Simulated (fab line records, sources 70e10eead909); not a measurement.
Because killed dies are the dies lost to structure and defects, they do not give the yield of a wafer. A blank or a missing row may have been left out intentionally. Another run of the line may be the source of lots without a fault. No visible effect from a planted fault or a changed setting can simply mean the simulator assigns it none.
Which tool was responsible?    flow nand-harc    14 lots with 42 wafers sampled at 4 steps, on a route of 1302 steps

WHAT THE GAUGES SHOWED, per wafer
NHARC_THIN_TSV_CD_MEAS_33: target cd 5000 nm.
lot   measured      on         cd-nm (nm)
L887  day 23 11:22  cd-sem-03  5003.5 4998.9 5001.1
L888  day 24 07:14  cd-sem-03  4997.4 4999.8 5000.5
L889  day 24 13:32  cd-sem-02  5000.9 5000.5 5000.0
L890  day 24 12:18  cd-sem-01  5001.6 5002.9 5002.3
L891  day 25 07:18  cd-sem-01  5002.5 5000.7 4998.3
L892  day 25 23:54  cd-sem-01  4999.9 5000.6 5001.3
L894  day 27 01:30  cd-sem-02  4998.7 5000.9 4998.9
L893  day 27 06:25  cd-sem-02  5001.4 5001.8 5000.5
L896  day 28 05:44  cd-sem-03  5000.7 4997.4 5002.4
L898  day 28 06:49  cd-sem-02  5000.3 4998.2 5001.6
L900  day 30 02:22  cd-sem-02  4996.2 4997.6 4997.5
L903  day 30 01:10  cd-sem-02  4997.9 5003.4 5002.0
L901  day 30 09:44  cd-sem-03  5004.2 4999.5 5001.8
L904  day 31 04:39  cd-sem-02  5001.4 5002.6 5000.7

NHARC_END_SORT_01.
lot   measured      on         defect-limited-yield (%)  killed-at-array  killed-at-other  killed-at-periphery  killed-dies  killed-open  killed-short
L894  day 27 10:55  prober-02  96.2 95.0 95.1            20 29 30         6 3 1            0 2 2                26 34 33     5 3 7        2 3 2
L893  day 27 17:07  prober-01  91.7 89.5 90.5            51 65 60         1 1 1            4 5 3                56 71 64     4 7 4        1 1 1
L896  day 28 15:43  prober-01  89.7 88.6 87.9            65 74 81         1 0 0            4 3 1                70 77 82     3 3 1        3 0 2
L898  day 28 14:54  prober-02  90.8 91.3 91.4            58 52 46         1 1 2            3 6 10               62 59 58     3 1 6        4 3 4
L900  day 30 17:01  prober-01  93.2 92.9 91.9            43 43 54         0 1 0            3 4 1                46 48 55     2 5 3        2 4 3
L903  day 30 09:15  prober-01  90.1 92.0 89.5            63 50 65         1 0 1            3 4 5                67 54 71     7 3 6        6 2 5
L901  day 30 23:10  prober-02  77.4 79.5 80.8            145 138 123      1 0 5            7 1 2                153 139 130  2 0 0        3 4 2
L904  day 31 17:06  prober-01  76.2 80.2 81.2            151 123 120      2 2 3            8 9 4                161 134 127  3 1 3        6 3 1

EACH LOT AND THE TOOL THAT RAN IT (in order: tool; ch and the chambers of the sampled wafers; start)
lot   NHARC_A_BONDPAD_PRE_CLEAN_26  NHARC_THIN_TSV_ANNEAL_52
L887  pvd-sputter-02, day 22 14:26  rtp-anneal-02 ch 0, day 23 09:34
L888  pvd-sputter-03, day 23 10:39  rtp-anneal-02 ch 0, day 24 05:28
L889  pvd-sputter-03, day 23 17:04  rtp-anneal-01 ch 0, day 24 11:43
L890  pvd-sputter-02, day 23 19:34  rtp-anneal-01 ch 0, day 24 10:32
L891  pvd-sputter-02, day 24 12:01  rtp-anneal-02 ch 0, day 25 05:29
L892  pvd-sputter-03, day 25 04:20  rtp-anneal-01 ch 0, day 25 21:59
L894  pvd-sputter-03, day 26 03:13  rtp-anneal-02 ch 0, day 26 23:38
L893  pvd-sputter-01, day 26 09:25  rtp-anneal-02 ch 0, day 27 04:28
L896  pvd-sputter-01, day 27 07:43  rtp-anneal-01 ch 0, day 28 03:50
L898  pvd-sputter-02, day 27 08:32  rtp-anneal-02 ch 0, day 28 04:59
L900  pvd-sputter-03, day 29 04:07  rtp-anneal-01 ch 0, day 30 00:32
L903  pvd-sputter-03, day 29 07:17  rtp-anneal-01 ch 0, day 29 23:14
L901  pvd-sputter-01, day 29 12:30  rtp-anneal-01 ch 0, day 30 07:55
L904  pvd-sputter-01, day 30 08:59  rtp-anneal-01 ch 0, day 31 02:48
- NHARC_A_BONDPAD_PRE_CLEAN_26: time 30 s.
- NHARC_THIN_TSV_ANNEAL_52: time 90 s.

AS READ BY THE TOOLS THEMSELVES (means over the sampled wafers that have a number; for cases with no such wafer, the mark the record gives instead)
NHARC_A_BONDPAD_PRE_CLEAN_26.
lot   tool            heater-power-w (W)
L887  pvd-sputter-02  391
L888  pvd-sputter-03  427
L889  pvd-sputter-03  415
L890  pvd-sputter-02  358
L891  pvd-sputter-02  370
L892  pvd-sputter-03  411
L894  pvd-sputter-03  399
L893  pvd-sputter-01  438
L896  pvd-sputter-01  409
L898  pvd-sputter-02  383
L900  pvd-sputter-03  406
L903  pvd-sputter-03  425
L901  pvd-sputter-01  428
L904  pvd-sputter-01  416

NHARC_THIN_TSV_ANNEAL_52.
lot   tool           wafer_temp_C_max
L887  rtp-anneal-02  225.8
L888  rtp-anneal-02  225.7
L889  rtp-anneal-01  226.5
L890  rtp-anneal-01  226.2
L891  rtp-anneal-02  225.8
L892  rtp-anneal-01  226.1
L894  rtp-anneal-02  226.0
L893  rtp-anneal-02  225.9
L896  rtp-anneal-01  226.0
L898  rtp-anneal-02  225.8
L900  rtp-anneal-01  226.2
L903  rtp-anneal-01  226.1
L901  rtp-anneal-01  226.2
L904  rtp-anneal-01  226.5

THE ANSWER, worked out from the rows above alone
Rule: the lots themselves supply what counts as usual. The widest of any qualifying gaps counts: lots, ordered by their means at a reading, are off when they make up no more than a third of the lots, leave a main group of 4 or more, and stand apart from it by 3 or more times the standard deviation of that group's means. If all means in a main group match to the digits the tables above print for the reading, that group is not used. A lot without any number at a reading at which 4 lots or more have one is off too. Any other lot the step has rows for is counted as sound. The gauges are gone through in route order, then the tools' own readings, and for those a lot's mean is taken as printed above. At the first step where some lot is off, the reading lying furthest off is the one used; lots without a number count as furthest.
Off: L901, L904 (NHARC_END_SORT_01, killed-dies). The main group has a mean of 57 with a standard deviation of 14. Neither off nor sound, because the step has no rows for them: L887, L888, L889, L890, L891, L892.
A tool fits if, at a process step before that reading, it ran every lot that is off, and no sound lot after the first of them. Those tools and the gauges at NHARC_END_SORT_01 are tried in the same way. This does not decide it: 2 tools fit, namely pvd-sputter-01 at NHARC_A_BONDPAD_PRE_CLEAN_26 and rtp-anneal-01 at NHARC_THIN_TSV_ANNEAL_52.

WHAT THE SIMULATOR HAD PUT IN
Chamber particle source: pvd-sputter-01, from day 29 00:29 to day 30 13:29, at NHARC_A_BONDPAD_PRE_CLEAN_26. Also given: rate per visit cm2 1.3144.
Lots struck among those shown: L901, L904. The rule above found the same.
